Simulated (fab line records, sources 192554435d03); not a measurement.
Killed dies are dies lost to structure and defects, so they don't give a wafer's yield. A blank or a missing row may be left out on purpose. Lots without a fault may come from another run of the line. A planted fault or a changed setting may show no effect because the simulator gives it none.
fab line records | flow n5_finfet
record lots=10 wafers=30 last_day=20
route steps=1938 shown HKMG_FIN@420 BEOL_M4@1111 PASSIVATION@1936
lots that met no fault: from a run of the same line without faults
start_h: hours from the record's first day to the start of the lot's first wafer shown | wait_h: hours since the lot's step before | " the same as in the row above | L1.1+2: a row that stands for several wafers | - no value, or no start given | * or withheld: withheld | < > ~ a bound
route shown NAME@n: a module of which the file shows steps, and the number in the route of the first | usual: mean/standard deviation of fault-free wafers | same: alike in all rows | chamber/n: place in a boat | sites: the reading at each site | _std_site: their standard deviation | _edge_site: outer sites' mean less inner sites' | radius_mm: how far each site lies from the wafer's centre | mask NAME#n: copy n | behind: the tool/chamber that last shaped the wafer | hold: why the lot was held/for how many hours/how that ended | device: the transistor (n, p or np) that didn't switch | end of line: the same wafers' tests at the end of the route | a step without rows: its recipe alone | killed: dies lost to structure and defects at the first sort, not the wafer's yield | map: a wafer's dies, x killed, . not, _ none there
set.NAME: the setting as run; set.NAME@STEP: as run at that earlier step | model.NAME: the simulator's own value behind a step, which no gauge read
steps of the route over a sample of lots; a table a step, a row a wafer
services: from which hour (start_h, from the record's first day; less than 0 if before it) a tool's chamber was out of use, for how many hours, and why
## steps
# step N5_HKMG_FIN_THK_MEAS_70
# recipe thk_meas_gauge=xrf reads=HfO2_of_HKMG_FIN_HK_ALD_01
# usual HK_THK=1.577/0.02
# columns lot.wafer tool chamber start_h wait_h HK_THK[nm]
L502.3 film_metro-02 - 91.23 0.2 1.550
L502.4 " - " " 1.536
L502.5 " - " " 1.603
L503.3 film_metro-01 - 97.89 0.2 1.576
L503.4 " - " " 1.568
L503.5 " - " " 1.567
L505.3 film_metro-02 - 106.05 0.2 1.587
L505.4 " - " " 1.589
L505.6 " - " " 1.546
L506.2 film_metro-02 - 111.27 0.2 1.578
L506.4 " - " " 1.566
L506.6 " - " " 1.611
L513.3 film_metro-01 - 155.19 0.2 1.566
L513.4 " - " " 1.580
L513.5 " - " " 1.562
L514.3 film_metro-02 - 159.35 0.2 1.581
L514.5 " - " " 1.562
L514.6 " - " " 1.593
L519.3 film_metro-01 - 188.16 0.2 1.582
L519.5 " - " " 1.575
L519.6 " - " " 1.541
L520.2 film_metro-02 - 196.80 0.2 1.571
L520.3 " - " " 1.612
L520.6 " - " " 1.595
L522.1 film_metro-02 - 205.58 0.2 1.643
L522.2 " - " " 1.582
L522.4 " - " " 1.601
L523.3 film_metro-02 - 210.67 0.2 1.562
L523.5 " - " " 1.608
L523.6 " - " " 1.596
# step N5_HKMG_FIN_STRIP_19
# recipe chemistry=N2/H2 power_w=2500 temp_c=300 h2_frac=0.65 time_s=360 pressure_mtorr=withheld n2_flow_sccm=1750 h2_flow_sccm=3250
# usual drypump_motor_current_A=5.85/0.064 heater_power_w=443/43
# columns lot.wafer tool chamber start_h wait_h drypump_motor_current_A heater_power_w rf_hours_counter_h
L502.3 plasma_asher-01 1 92.91 0.1 5.82 495 -
L502.4 " 0 " " 5.96 436 -
L502.5 " 0 " " 5.87 438 -
L503.3 plasma_asher-01 0 99.57 0.1 5.95 433 -
L503.4 " 1 " " 5.92 494 -
L503.5 " 0 " " 5.94 433 -
L505.3 plasma_asher-01 0 107.72 0.1 5.88 433 -
L505.4 " 1 " " 5.83 496 -
L505.6 " 1 " " 5.84 498 -
L506.2 plasma_asher-01 1 113.26 0.0 5.84 490 45
L506.4 " 1 " " 5.80 502 -
L506.6 " 0 " " 5.90 443 -
L513.3 plasma_asher-02 1 156.86 0.1 5.82 366 -
L513.4 " 0 " " 5.74 460 -
L513.5 " 1 " " 5.81 373 -
L514.3 plasma_asher-02 0 161.13 0.1 5.74 459 -
L514.5 " 0 " " 5.76 462 -
L514.6 " 1 " " 5.79 370 -
L519.3 plasma_asher-01 0 189.83 0.1 5.92 440 -
L519.5 " 0 " " 5.92 440 -
L519.6 " 1 " " 5.87 488 -
L520.2 plasma_asher-02 0 198.34 0.0 5.78 462 111
L520.3 " 0 " " 5.77 453 -
L520.6 " 0 " " 5.77 453 -
L522.1 plasma_asher-01 1 207.02 0.0 5.88 493 63
L522.2 " 0 " " 5.94 422 63
L522.4 " 0 " " 5.92 441 -
L523.3 plasma_asher-02 0 212.22 0.1 5.80 460 -
L523.5 " 1 " " 5.82 367 -
L523.6 " 0 " " 5.76 454 -
# step N5_HKMG_FIN_ALD_91
# recipe material=TiN target_thk_a=10 temp_c=400 ald_precursor_family=TiCl4 ald_co_reactant=NH3 pulse_time_s=1 purge_time_s=3 co_reactant_purge_time_s=2 co_reactant_pulse_time_s=2 ald_cycles=47 pressure_torr=3
# usual ald_cycles=47/0 heater_power_w=879/88 precursor_pulse_height_rel=1.001/0.019
# same purge_time_s=3
# columns lot.wafer tool chamber start_h wait_h ald_cycles heater_power_w precursor_pulse_height_rel
L502.3 ald_metal-04 0 93.17 0.1 47 984 0.990
L502.4 " 1 " " 47 835 0.972
L502.5 " 2 " " 47 806 0.984
L503.3 ald_metal-04 2 99.83 0.1 47 819 1.004
L503.4 " 0 " " 47 985 1.022
L503.5 " 1 " " 47 837 1.002
L505.3 ald_metal-02 3 107.99 0.1 47 892 0.985
L505.4 " 1 " " 47 795 1.016
L505.6 " 3 " " 47 909 1.022
L506.2 ald_metal-02 1 113.65 0.3 47 799 0.992
L506.4 " 0 " " 47 1053 1.012
L506.6 " 3 " " 47 923 1.035
L513.3 ald_metal-02 1 157.13 0.1 58 818 1.006
L513.4 " 3 " " 47 901 1.001
L513.5 " 2 " " 47 837 0.970
L514.3 ald_metal-01 0 161.40 0.2 47 850 0.980
L514.5 " 3 " " 47 985 1.011
L514.6 " 2 " " 47 772 1.023
L519.3 ald_metal-04 0 190.10 0.1 47 1019 0.983
L519.5 " 3 " " 47 897 0.947
L519.6 " 2 " " 47 793 0.987
L520.2 ald_metal-04 3 198.72 0.3 47 886 0.972
L520.3 " 2 " " 47 810 1.000
L520.6 " 2 " " 47 791 1.004
L522.1 ald_metal-04 2 207.40 0.3 47 796 0.989
L522.2 " 1 " " 47 815 0.982
L522.4 " 3 " " 47 888 1.015
L523.3 ald_metal-04 1 212.49 0.1 47 836 0.988
L523.5 " 2 " " 47 802 1.028
L523.6 " 3 " " 47 893 0.998
# step N5_HKMG_FIN_STRIP_69
# recipe chemistry=N2/H2 power_w=2500 temp_c=300 h2_frac=0.65 time_s=360 pressure_mtorr=withheld n2_flow_sccm=1750 h2_flow_sccm=3250
# usual drypump_motor_current_A=5.83/0.059 heater_power_w=436/44
# columns lot.wafer tool chamber start_h wait_h drypump_motor_current_A heater_power_w rf_hours_counter_h
L502.3 plasma_asher-02 0 95.07 0.2 5.75 454 -
L502.4 " 1 " " 5.80 372 -
L502.5 " 1 " " 5.80 381 -
L503.3 plasma_asher-02 0 102.22 0.2 5.78 465 -
L503.4 " 1 " " 5.80 371 -
L503.5 " 1 " " 5.81 366 -
L505.3 plasma_asher-01 0 109.97 0.2 5.91 428 -
L505.4 " 1 " " 5.82 485 -
L505.6 " 0 " " 5.89 435 -
L506.2 plasma_asher-02 0 115.42 0.1 5.79 456 94
L506.4 " 1 " " 5.80 380 -
L506.6 " 1 " " 5.79 381 -
L513.3 plasma_asher-02 1 159.36 0.2 5.80 378 -
L513.4 " 0 " " 5.76 453 -
L513.5 " 0 " " 5.77 455 -
L514.3 plasma_asher-01 1 163.48 0.2 5.87 484 -
L514.5 " 1 " " 5.87 499 -
L514.6 " 0 " " 5.93 419 -
L519.3 plasma_asher-01 1 192.08 0.2 5.84 493 -
L519.5 " 1 " " 5.83 502 -
L519.6 " 0 " " 5.93 441 -
L520.2 plasma_asher-02 1 200.49 0.1 5.80 364 112
L520.3 " 0 " " 5.78 465 -
L520.6 " 0 " " 5.80 453 -
L522.1 plasma_asher-01 1 209.24 0.1 5.85 503 63
L522.2 " 0 " " 5.91 432 63
L522.4 " 1 " " 5.81 493 -
L523.3 plasma_asher-02 1 214.55 0.2 5.80 369 -
L523.5 " 0 " " 5.75 461 -
L523.6 " 1 " " 5.78 379 -
# step N5_BEOL_M4_RC_MEAS_101
# usual DIBL_N=36.3/1.6 DIBL_P=36.4/2.1 IOFF_N=0.16/0.032 IOFF_N_85C=3.1/0.53 IOFF_N_LIN=0.074/0.012 IOFF_N_LONG=5.54e-05/2.5e-06 IOFF_P=0.22/0.044 ION_N=675/12 ION_P=463/8.3 SS_N=71.6/0.64 SS_P=73.3/0.67 VT_N=250/3.3 VT_N_LONG=274.8/1.9 VT_N_LVT=99/3.1 VT_P=-250/3.7
# columns lot.wafer tool chamber start_h wait_h DIBL_N[mV/V] DIBL_P[mV/V] IOFF_N[nA/um] IOFF_N_85C[nA/um] IOFF_N_LIN[nA/um] IOFF_N_LONG[nA/um] IOFF_P[nA/um] ION_N[uA/um] ION_P[uA/um] SS_N[mV/dec] SS_P[mV/dec] VT_N[mV] VT_N_LONG[mV] VT_N_LVT[mV] VT_P[mV]
L502.3 prober-01 0 209.26 0.3 37.6 38.7 0.17 3.4 0.080 5.45e-05 0.21 675 462 72.0 73.9 248 271.3 97 -250
L502.4 " 0 " " 35.8 35.3 0.13 2.8 0.063 5.69e-05 0.16 672 452 71.6 72.1 252 272.4 100 -256
L502.5 " 0 " " 35.0 35.0 0.12 2.5 0.059 5.57e-05 0.16 666 455 70.9 72.7 252 273.9 101 -255
L503.3 prober-02 0 226.43 0.3 38.8 38.2 0.18 3.6 0.082 5.07e-05 0.23 684 466 71.7 73.9 252 277.6 98 -247
L503.4 " 0 " " 35.0 33.1 0.12 2.4 0.057 5.16e-05 0.16 666 455 70.6 73.1 256 276.7 104 -255
L503.5 " 0 " " 36.4 35.1 0.15 3.0 0.070 5.21e-05 0.20 686 464 71.9 73.5 251 277.7 98 -251
L506.2 prober-01 0 231.91 0.2 35.5 36.4 0.16 3.2 0.077 5.4e-05 0.22 679 465 71.4 73.5 248 275.9 99 -251
L506.4 " 0 " " 35.7 36.0 0.15 3.0 0.071 5.44e-05 0.21 668 457 71.8 72.9 251 275.1 101 -248
L506.6 " 0 " " 34.7 34.5 0.13 2.7 0.064 5.49e-05 0.18 663 451 71.7 73.5 253 277.5 102 -250
L505.3 prober-02 0 232.50 0.3 36.3 35.5 0.15 3.0 0.071 5.79e-05 0.19 674 463 70.6 73.7 251 272.7 97 -251
L505.4 " 0 " " 35.1 33.6 0.13 2.6 0.064 5.77e-05 0.17 667 462 70.5 73.0 250 274.0 99 -252
L505.6 " 0 " " 37.4 36.4 0.18 3.4 0.084 5.81e-05 0.21 694 471 71.2 72.5 246 274.5 94 -254
L513.3 prober-01 0 291.43 0.3 33.4 34.7 0.05 1.2 0.024 3.12e-05 0.24 600 466 71.0 72.7 278 299.8 126 -241
L513.4 " 0 " " 35.7 36.9 0.16 3.0 0.073 5.48e-05 0.22 672 461 71.3 73.6 250 273.7 98 -250
L513.5 " 0 " " 36.9 39.4 0.19 3.5 0.083 5.47e-05 0.26 668 463 72.0 74.2 247 275.0 96 -248
L514.3 prober-02 0 300.57 0.3 35.9 34.6 0.14 2.8 0.066 5.38e-05 0.19 661 454 72.3 73.2 251 277.8 103 -250
L514.5 " 0 " " 38.0 38.2 0.19 3.5 0.084 5.39e-05 0.24 675 463 71.3 73.5 246 276.0 96 -249
L514.6 " 0 " " 36.0 35.5 0.15 2.9 0.070 5.37e-05 0.20 661 457 71.9 73.4 251 275.4 100 -250
L519.3 prober-02 0 317.36 0.3 34.3 32.5 0.10 2.1 0.048 5.09e-05 0.13 642 435 70.7 72.8 257 276.5 103 -258
L519.5 " 0 " " 34.8 33.8 0.12 2.4 0.058 5.21e-05 0.14 676 460 71.0 73.8 253 277.8 98 -256
L519.6 " 0 " " 33.7 31.3 0.09 1.9 0.046 5.14e-05 0.12 651 442 70.2 71.9 258 277.3 103 -259
L520.2 prober-01 0 321.76 0.2 34.4 34.3 0.15 3.0 0.071 5.99e-05 0.21 678 465 71.0 72.0 246 273.5 97 -247
L520.3 " 0 " " 35.5 36.6 0.17 3.3 0.080 6e-05 0.25 699 479 72.3 73.0 247 274.9 97 -246
L520.6 " 0 " " 38.4 40.4 0.24 4.4 0.103 5.83e-05 0.32 690 468 72.9 74.0 243 272.5 92 -243
L522.1 prober-02 0 354.48 0.0 35.4 36.1 0.13 2.6 0.061 5.31e-05 0.16 665 456 71.8 72.6 254 275.6 103 -253
L522.2 " 0 " " 34.7 35.6 0.13 2.6 0.062 5.3e-05 0.16 662 456 71.1 73.2 252 274.4 100 -256
L522.4 " 0 " " 40.7 41.8 0.24 4.4 0.104 5.42e-05 0.26 697 463 73.0 74.2 245 274.7 92 -247
L523.3 prober-01 0 381.41 0.3 35.7 34.9 0.15 3.0 0.072 5.66e-05 0.21 665 459 71.9 72.9 250 276.8 100 -250
L523.5 " 0 " " 37.1 36.6 0.17 3.2 0.077 5.6e-05 0.23 670 462 72.6 73.0 248 275.8 99 -248
L523.6 " 0 " " 35.8 35.0 0.15 3.0 0.074 5.7e-05 0.21 680 463 72.4 72.9 253 273.3 100 -251
# step N5_PASSIVATION_PROBE_49
# usual defect_limited_yield=91.4/1.2 killed_at_M0_to_M3=35/11 killed_at_M4_up=14/6 killed_at_contacts=12/6.7 killed_at_front_end=37/9.7 killed_at_other=3.5/2.5 killed_dies=102/15 killed_open=67/12 killed_short=33/7.3 sort_bin_5_function=5.1/0.81 sort_bin_6_memory=3.2/0.65 sort_bin_8_speed=0.00/0.021 sort_n_pass=1078/15 sort_yield_pct=91.4/1.2
# same gross_dies=1180 killed_at_back_side=0 sort_bin_4_leakage[%]=0
# columns lot.wafer tool chamber start_h wait_h defect_limited_yield[%] killed_at_M0_to_M3 killed_at_M4_up killed_at_contacts killed_at_front_end killed_at_other killed_dies killed_open killed_short sort_bin_5_function[%] sort_bin_6_memory[%] sort_bin_8_speed[%] sort_n_pass sort_yield_pct[%]
L513.3 prober-02 - 389.74 0.1 92.9 32 18 8 24 2 84 68 15 4.3 2.6 90.51 28 2.4
L513.4 prober-02 - 389.79 0.2 92.0 33 18 5 34 4 94 55 37 4.7 3.0 0 1086 92.0
L513.5 prober-02 - 389.84 0.2 92.3 32 22 6 28 3 91 61 30 4.8 2.5 0 1089 92.3
# killed by level:class
L513.3 BEOL_M4:geometric_particle:open=13 BEOL_M1:geometric_particle:open=10 MOL_CONTACT_COAG:geometric_particle:open=8 BEOL_M0:geometric_particle:open=6 FIN_SAQP:geometric_particle:open=5 DUMMY_GATE:geometric_particle:open=5 BEOL_M3:geometric_particle:open=5 STARTING-WAFER:geometric_particle:open=5
L513.4 BEOL_M0_SAQP:geometric_particle:short=8 FIN_SAQP:geometric_particle:short=7 BEOL_M4:geometric_particle:open=6 STI_FIN_REVEAL:geometric_particle:open=5 BEOL_M0_SAQP:geometric_particle:open=5 BEOL_M8:geometric_particle:open=5 BEOL_M1:geometric_particle:short=5 BEOL_M1:geometric_particle:open=5
L513.5 BEOL_M0:geometric_particle:open=10 FIN_SAQP:geometric_particle:open=9 BEOL_M4:geometric_particle:open=6 BEOL_M1:geometric_particle:open=5 STARTING-WAFER:geometric_particle:short=5 DUMMY_GATE:geometric_particle:open=4 MOL_CONTACT_COAG:geometric_particle:open=4 BEOL_M0_SAQP:geometric_particle:open=4
## services
# columns tool chamber start_h hours kind
plasma_asher-01 - 99.91 6.3 repair
ald_metal-01 2 109.38 21.7 repair
ald_metal-02 0 120.58 4.2 repair
ald_metal-01 - 139.11 0.6 repair
plasma_asher-01 - 173.04 2.9 repair
plasma_asher-01 - 178.82 0.7 repair
## key
first_sign step=N5_HKMG_FIN_ALD_91 reading=ald_cycles direction=up sigmas=99+ usual=* struck=*
effect step=N5_BEOL_M4_RC_MEAS_101 reading=VT_N_LONG direction=up sigmas=13 usual=274.8 struck=299.8
effect step=N5_BEOL_M4_RC_MEAS_101 reading=IOFF_N_LONG direction=down sigmas=9.6 usual=5.54e-05 struck=3.12e-05
effect step=N5_BEOL_M4_RC_MEAS_101 reading=VT_N_LVT direction=up sigmas=8.6 usual=99 struck=126
effect step=N5_BEOL_M4_RC_MEAS_101 reading=VT_N direction=up sigmas=8.6 usual=250 struck=278
effect step=N5_BEOL_M4_RC_MEAS_101 reading=ION_N direction=down sigmas=6.2 usual=675 struck=600
effect step=N5_BEOL_M4_RC_MEAS_101 reading=IOFF_N_LIN direction=down sigmas=4.1 usual=0.074 struck=0.024
effect step=N5_BEOL_M4_RC_MEAS_101 reading=IOFF_N_85C direction=down sigmas=3.7 usual=3.1 struck=1.2
effect step=N5_BEOL_M4_RC_MEAS_101 reading=IOFF_N direction=down sigmas=3.4 usual=0.16 struck=0.05
effect step=N5_PASSIVATION_PROBE_49 reading=sort_bin_8_speed direction=up sigmas=99+ usual=0.00 struck=90.51
met_at N5_HKMG_FIN_ALD_91
struck_lots L513
struck_wafers L513.3
not_acting_at N5_HKMG_FIN_THK_MEAS_70,N5_HKMG_FIN_STRIP_19,N5_HKMG_FIN_STRIP_69
onset_between 113.65 157.13
fault kind=process_parameter_drift tool=ald_metal-02 chamber=- onset_h=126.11 steps=N5_HKMG_FIN_ALD_91 channel=ald_cycles offset=* shape=step end_h=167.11 scope=struck_wafers_only acts_in=* stated=*
